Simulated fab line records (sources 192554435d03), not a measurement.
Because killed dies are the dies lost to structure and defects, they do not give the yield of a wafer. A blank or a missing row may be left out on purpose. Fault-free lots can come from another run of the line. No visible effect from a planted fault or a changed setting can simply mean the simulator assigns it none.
One fault seen from 2 desks ; flow n5 finfet ; each desk holds nothing but its own numbers, with what lay behind them at the end

== FOR THE TOOL OWNER'S DESK: litho track-01 ==
The tool's own readings at N5_MOL_CONTACT_COAG_COAT_62 (time 60 s, resist thk 60 nm): means of the sampled wafers that have a number, for each lot that ran on this tool. If a lot's mean is further than 4 standard deviations from the usual mean, the lot is out of limits and carries the mark OUT (the distance appears in the brackets).
Columns: A = exhaust pa at N5_MOL_CONTACT_COAG_COAT_62, usual 44.8 Pa; B = spin speed rpm at N5_MOL_CONTACT_COAG_COAT_62, usual 1499.7 rpm
lot;first seen here;A;B
L362;day 5 10:46;43.9;1500.3
L374;day 8 18:14;45.5;1448.8 (-55) OUT
L375;day 9 00:50;44.2;1449.7 (-54) OUT
L376;day 9 01:40;43.8;1448.3 (-56) OUT
This desk finds L374, L375, L376 out of limits, L374 being first, at day 8 18:14 (spin speed rpm at N5_MOL_CONTACT_COAG_COAT_62). In limits: L362.

== AT THE METROLOGY DESK ==
What the gauges read, lot by lot, whatever tool the lot ran on: means of the sampled wafers that have a number. If a lot's mean is further than 4 standard deviations from the usual mean, the lot is out of limits and carries the mark OUT (the distance appears in the brackets). Shown here are 7 of its 10 readings, the ones lying furthest out on some lot.
Columns: A = DIBL_N at N5_BEOL_M4_RC_MEAS_101, usual 36.2 mV/V; B = DIBL_P at N5_BEOL_M4_RC_MEAS_101, usual 36.6 mV/V; C = IOFF_P at N5_BEOL_M4_RC_MEAS_101, usual 0.21 nA/um; D = ION_N at N5_BEOL_M4_RC_MEAS_101, usual 675 uA/um; E = ION_P at N5_BEOL_M4_RC_MEAS_101, usual 460 uA/um; F = SS_N at N5_BEOL_M4_RC_MEAS_101, usual 71.4 mV/dec; G = VT_P at N5_BEOL_M4_RC_MEAS_101, usual -252 mV
lot;first seen here;A;B;C;D;E;F;G
L362;day 8 01:31;36.5;37.6;0.23;680;466;72.0;-248
L374;day 11 04:59;36.1;36.0;0.19;668;452;71.6;-254
L375;day 11 06:42;36.9;37.9;0.20;666;452;72.0;-253
L376;day 11 09:24;34.0;35.1;0.16;663;443;70.8;-259
L379;day 12 03:58;35.6;36.3;0.18;671;451;71.1;-255
This desk's finding: nothing out of limits on any of the 5 lots.

== ALL TOGETHER ==
An alarm could have come from the tool owner's desk at day 8 18:14, on L374, L375, L376.
The metrology desk saw nothing out of limits.
The metrology desk holds a record of L374, L375, L376, inside its limits.
Of the lots named, all ran N5_MOL_CONTACT_COAG_COAT_62 on litho track-01.

== WHAT THE SIMULATOR HAD INSERTED ==
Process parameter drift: litho track-01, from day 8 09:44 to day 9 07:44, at N5_MOL_CONTACT_COAG_COAT_62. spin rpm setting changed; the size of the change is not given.
Lots struck among those shown: L374, L375, L376.
Each desk's first reading out of limits, in hours after the fault started: the tool owner's desk, 8.
